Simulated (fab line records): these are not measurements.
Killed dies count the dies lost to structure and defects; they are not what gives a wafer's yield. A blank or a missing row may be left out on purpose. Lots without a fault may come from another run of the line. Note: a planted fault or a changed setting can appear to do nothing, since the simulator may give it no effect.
Chamber matching ; flow n5_finfet ; N5_DUMMY_GATE_ETCH_31 on rie_diel-01: 4 sister chambers
The step etches SiO2 in C4F6/O2, target depth 82.5 nm, time 27.5 s. 8 wafers are shown with their chamber, then 7 later ones without.

## EACH WAFER AND ITS CHAMBER
wafer;chamber;drypump_motor_current_A (A);rf_vpp_V (V)
L075.4;0;5.0;696
L075.5;2;5.6;689
L078.3;0;5.0;695
L084.1;1;5.2;673
L084.2;2;5.5;688
L084.4;3;4.7;670
L089.3;1;5.2;673
L089.5;3;4.7;670

## WAFERS WHOSE CHAMBER IS MISSING
wafer;drypump_motor_current_A (A);rf_vpp_V (V)
L089.6;5.0;693
L095.2;5.2;673
L095.5;5.2;673
L095.6;5.0;694
L096.1;5.0;693
L096.4;5.2;674
L096.5;5.2;673

## EACH ONE'S CHAMBER
wafer;from the rows above;in truth
L089.6;0;0
L095.2;1;1
L095.5;1;1
L095.6;0;0
L096.1;0;0
L096.4;1;1
L096.5;1;1
Correctly placed: 7 of 7. Left unplaced by these rows: 0. Placed wrongly: 0.
How it was worked out, from the rows above alone: a wafer's distance from a chamber is the root of the sum, over the readings, of the square of ((its reading less the chamber's mean) divided by the reading's scatter). If the next closest chamber is less than 2 further off than the closest, the wafer can't be placed; otherwise it belongs to the closest. A chamber's mean is the mean of its shown wafers. The scatter: the root of (the sum of the squares of (reading less its chamber's mean) over the shown wafers, divided by (wafers less chambers)).
